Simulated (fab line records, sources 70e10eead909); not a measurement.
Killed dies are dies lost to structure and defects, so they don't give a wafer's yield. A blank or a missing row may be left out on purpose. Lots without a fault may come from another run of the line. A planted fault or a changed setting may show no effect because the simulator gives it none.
Chamber matching | flow nand_harc | NHARC_A_STAIRCASE_TRIM_12 on rie_diel-04: 4 sister chambers
The step chemistry O2, time 211.2 s. 14 wafers are shown with their chamber, then 7 later ones without.

WAFERS WITH THEIR CHAMBER
wafer  | chamber | showerhead_plenum_p_Torr (Torr) | drypump_motor_current_A (A) | oes_product_au (a.u.)
L148.2 | 3       | 3.65                            | 5.94                        | 0.997
L148.3 | 0       | 3.63                            | 5.67                        | 0.997
L148.6 | 0       | 3.63                            | 5.73                        | 1.010
L153.2 | 1       | 3.49                            | 5.50                        | 0.998
L153.4 | 3       | 3.64                            | 5.96                        | 0.990
L153.6 | 1       | 3.49                            | 5.47                        | 0.996
L154.1 | 1       | 3.48                            | 5.52                        | 0.991
L154.2 | 2       | 3.77                            | 5.65                        | 1.008
L154.6 | 1       | 3.48                            | 5.51                        | 0.984
L159.2 | 1       | 3.48                            | 5.50                        | 0.987
L159.4 | 0       | 3.62                            | 5.74                        | 0.985
L159.5 | 3       | 3.64                            | 5.99                        | 0.991
L164.3 | 3       | 3.63                            | 5.98                        | 1.001
L164.5 | 2       | 3.76                            | 5.63                        | 1.026

SIGNATURES (means of the wafers above)
reading                  | chamber 0 | chamber 1 | chamber 2 | chamber 3 | scatter within a chamber
showerhead_plenum_p_Torr | 3.6267    | 3.4840    | 3.7650    | 3.6400    | 0.00661
drypump_motor_current_A  | 5.7133    | 5.5000    | 5.6400    | 5.9675    | 0.0244
oes_product_au           | 0.99733   | 0.99120   | 1.01700   | 0.99475   | 0.00833
Rule: a wafer's distance from a chamber is the root of the sum, over the readings, of the square of ((its reading less the chamber's mean) divided by the reading's scatter). The wafer belongs to the nearest chamber; if the next one is less than 2 further off, it can't be placed. The scatter: the root of (the sum of the squares of (reading less its chamber's mean) over the shown wafers, divided by (wafers less chambers)).

WAFERS WITHOUT THEIR CHAMBER
wafer  | showerhead_plenum_p_Torr (Torr) | drypump_motor_current_A (A) | oes_product_au (a.u.)
L164.6 | 3.47                            | 5.52                        | 0.998
L166.1 | 3.76                            | 5.66                        | 1.014
L166.3 | 3.61                            | 5.67                        | 0.994
L166.6 | 3.47                            | 5.50                        | 0.988
L168.2 | 3.76                            | 5.62                        | 1.000
L168.4 | 3.47                            | 5.47                        | 1.001
L168.5 | 3.76                            | 5.64                        | 1.003

WHICH CHAMBER EACH WENT THROUGH
wafer  | from the rows above | in truth
L164.6 | 1                   | 1
L166.1 | 2                   | 2
L166.3 | 0                   | 0
L166.6 | 1                   | 1
L168.2 | 2                   | 2
L168.4 | 1                   | 1
L168.5 | 2                   | 2
Placed correctly: 7 of 7. Can't be placed from these rows: 0. Placed wrongly: 0.
